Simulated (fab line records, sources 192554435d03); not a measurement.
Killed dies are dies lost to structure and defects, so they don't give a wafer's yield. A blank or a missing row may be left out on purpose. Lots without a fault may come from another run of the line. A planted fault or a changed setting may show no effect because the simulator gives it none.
One fault seen from 2 desks | flow n5_finfet | each desk has only its own numbers; what lay behind them comes last

THE METROLOGY DESK
What the gauges read, lot by lot, whatever tool the lot ran on: means of the sampled wafers that have a number. A lot is out of limits, marked OUT, if its mean lies more than 4 standard deviations from the usual mean; the brackets give that distance. Of its 12 readings 7 are shown: the one that was out of limits first, and those that lie furthest out on some lot.
Columns: A = V0_OVL at N5_BEOL_M1_OVL_MEAS_29, usual -0.1 nm; B = DIBL_P at N5_BEOL_M4_RC_MEAS_101, usual 35.8 mV/V; C = IOFF_P at N5_BEOL_M4_RC_MEAS_101, usual 0.20 nA/um; D = ION_N at N5_BEOL_M4_RC_MEAS_101, usual 670 uA/um; E = ION_P at N5_BEOL_M4_RC_MEAS_101, usual 459 uA/um; F = SS_P at N5_BEOL_M4_RC_MEAS_101, usual 73.2 mV/dec; G = VT_P at N5_BEOL_M4_RC_MEAS_101, usual -252 mV
lot  | first seen here | A              | B    | C    | D   | E   | F    | G
L737 | day 6 03:23     | -0.3           | 36.2 | 0.22 | 673 | 464 | 73.7 | -246
L738 | day 6 07:17     | 0.8            | 34.2 | 0.18 | 660 | 455 | 72.7 | -254
L742 | day 7 11:10     | -0.9           | 36.0 | 0.22 | 664 | 467 | 73.0 | -247
L744 | day 7 19:22     | 13.6 (+20) OUT | 33.3 | 0.18 | 659 | 459 | 72.5 | -251
L745 | day 8 06:47     | 12.9 (+19) OUT | 34.4 | 0.16 | 655 | 446 | 72.5 | -256
L747 | day 8 17:53     | 0.2            | 36.0 | 0.17 | 669 | 457 | 72.8 | -257
L756 | day 10 20:49    | 0.3            | 33.2 | 0.17 | 669 | 458 | 72.9 | -254
L757 | day 11 02:13    | -0.1           | 33.9 | 0.21 | 666 | 464 | 73.2 | -248
L759 | day 11 19:20    | -0.7           | 36.4 | 0.23 | 678 | 467 | 74.0 | -250
This desk's finding: out of limits on L744, L745; first on L744, day 7 19:23 (V0_OVL at N5_BEOL_M1_OVL_MEAS_29). In limits: L737, L738, L742, L747, L756, L757, L759.

THE TOOL OWNER'S DESK: euv_scanner-01
The tool's own readings at N5_BEOL_M1_EXPOSE_25 (exposes mask V0, defocus 5 nm, target cd 24 nm): means of the sampled wafers that have a number, for each lot that ran on this tool. A lot is out of limits, marked OUT, if its mean lies more than 4 standard deviations from the usual mean; the brackets give that distance.
Columns: A = stage_msd_nm at N5_BEOL_M1_EXPOSE_25, usual 0.80 nm
lot  | first seen here | A
L737 | day 6 03:15     | 0.74
L738 | day 6 07:09     | 0.74
L742 | day 7 11:01     | 0.75
L744 | day 7 19:13     | 0.75
L745 | day 8 06:38     | 0.75
This desk's finding: nothing out of limits on any of the 5 lots.

PUT TOGETHER
The metrology desk could have raised an alarm at day 7 19:23, on L744, L745.
The tool owner's desk saw nothing out of limits.
The tool owner's desk has L744, L745 on record, within its limits.
Of the lots named, all ran N5_BEOL_M1_EXPOSE_25 on euv_scanner-01.

WHAT THE SIMULATOR HAD PUT IN
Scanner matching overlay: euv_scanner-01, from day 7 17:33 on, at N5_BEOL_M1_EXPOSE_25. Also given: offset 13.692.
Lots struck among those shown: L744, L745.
Hours from the fault's start to each desk's first reading out of limits: the metrology desk, 2.
